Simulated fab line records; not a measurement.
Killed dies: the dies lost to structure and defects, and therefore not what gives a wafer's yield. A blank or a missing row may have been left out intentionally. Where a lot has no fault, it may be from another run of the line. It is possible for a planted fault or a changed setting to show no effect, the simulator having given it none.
A lot that was struck, set against a sound lot -- flow nand-harc -- 14 out of 1302 route steps
Sound: wafers L728.3, L728.5, L728.6. The struck wafers were L747.1, L747.3, L747.4. The cause is given at the end.
Per side, at each step with rows, come the tool, then ch with its chambers, and then its first start. Under that, the readings that differ: sound wafers -- struck wafers -- difference of the means -- sigmas: that difference in standard deviations of wafers without a fault.
alike: readings whose means differ by less than 2 such deviations, and words and numbers that are the same on both sides. not compared: withheld readings, readings that some wafer has no value for, bounds like >300 that may hide the same value, and numbers for which the record gives no deviation and whose values overlap.
A row with sigmas, a row that says differs or no value, or rows on one side alone: a step with any of these is where the two part. Numbers that don't overlap but have no deviation are shown without sigmas and don't part them. Lack of a reading on every wafer of one side parts them only where that side has two or more wafers.

NHARC_A_CHANNEL_FILL_D1_ALD_16: deposits SiO2, target thk 1.5 nm, pulse time 10 s, ald cycles 15.
  sound on ald-hk-02 ch 1,2, day 9 13:07; struck on ald-hk-03 ch 1,2,3, day 17 19:50
  alike: heater-power-w, precursor-pulse-height-rel
then, 2 steps without rows for these wafers: NHARC_A_CHANNEL_FILL_D1_ANNEAL_17 (time 1800 s); NHARC_A_CHANNEL_FILL_D1_CVD_18 (deposits poly-Si, target thk 3 nm).
NHARC_A_CHANNEL_FILL_D1_ETCHBACK_19: etches the open film in HBr/Cl2, target depth 5 nm, time 1.7 s.
  sound on rie-si-03 ch 1,2,3, day 10 01:13; struck on rie-si-04 ch 0,1,3, day 18 07:48
  alike: drypump-motor-current-A, oes-product-au, throttle-valve-pct
  not compared: rf-hours-counter-h
then, 1 step without rows for these wafers: NHARC_A_CHANNEL_FILL_D1_ETCHBACK_20 (etches the open film in C4F8/O2/Ar, target depth 27 nm, time 13.5 s).
NHARC_A_CHANNEL_FILL_D1_STRIP_28: strips in O2, time 20 s.
  sound on rie-diel-10 ch 0,1,2, day 10 01:24; struck on rie-diel-10 ch 1,2,3, day 18 08:01
  alike: drypump-motor-current-A, mfc-ar-sccm, o2-flow-sccm, oes-product-au, rf-vpp-V, showerhead-plenum-p-Torr, throttle-valve-pct
  not compared: rf-hours-counter-h
then, 4 steps without rows for these wafers: NHARC_A_CHANNEL_FILL_D1_PRECLEAN_21 (cleans in dHF, time 30 s); NHARC_A_CHANNEL_FILL_D1_SRD_23; NHARC_A_CHANNEL_FILL_D1_CVD_05 (deposits poly-Si, target thk 5 nm); NHARC_A_CHANNEL_FILL_D1_ANNEAL_22 (time 7200 s).
NHARC_A_CHANNEL_FILL_D1_ALD_25: deposits SiOx, target thk 60 nm, pulse time 10 s, ald cycles 600.
  sound on ald-hk-03 ch 0,2,3, day 10 15:01; struck on ald-hk-02 ch 1,2,3, day 18 19:58
  alike: heater-power-w, precursor-pulse-height-rel
NHARC_A_CHANNEL_FILL_D1_ETCHBACK_08: etches the open film in C4F8, target depth 220 nm, time 110 s.
  sound on rie-diel-10 ch 2,3, day 10 18:42; struck on rie-diel-07 ch 1,2,3, day 19 01:30
reading,sound,struck,difference,sigmas
run-length-s (s),131.3 131.0 131.3,194.3 194.4 194.8,+63.3,+99 or more
  alike: oes-product-au, rf-vpp-V
  not compared: rf-hours-counter-h
NHARC_A_CHANNEL_FILL_D1_STRIP_29: strips in O2, time 20 s.
  sound: rie-diel-10 ch 1,2; struck: rie-diel-07 ch 0,1,3
  alike: drypump-motor-current-A, mfc-ar-sccm, o2-flow-sccm, oes-product-au, rf-vpp-V, showerhead-plenum-p-Torr, throttle-valve-pct
  not compared: rf-hours-counter-h
NHARC_END_SORT_01:
  the record has rows for the sound wafers here (prober-02 ch 0, day 24 08:59) and none for the struck ones

WHERE THEY PART
Last at NHARC_END_SORT_01 as far as this record goes, first at NHARC_A_CHANNEL_FILL_D1_ETCHBACK_08.

WHY: what had been put in by the simulator
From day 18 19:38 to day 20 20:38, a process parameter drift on rie-diel-07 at NHARC_A_CHANNEL_FILL_D1_ETCHBACK_08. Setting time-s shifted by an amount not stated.
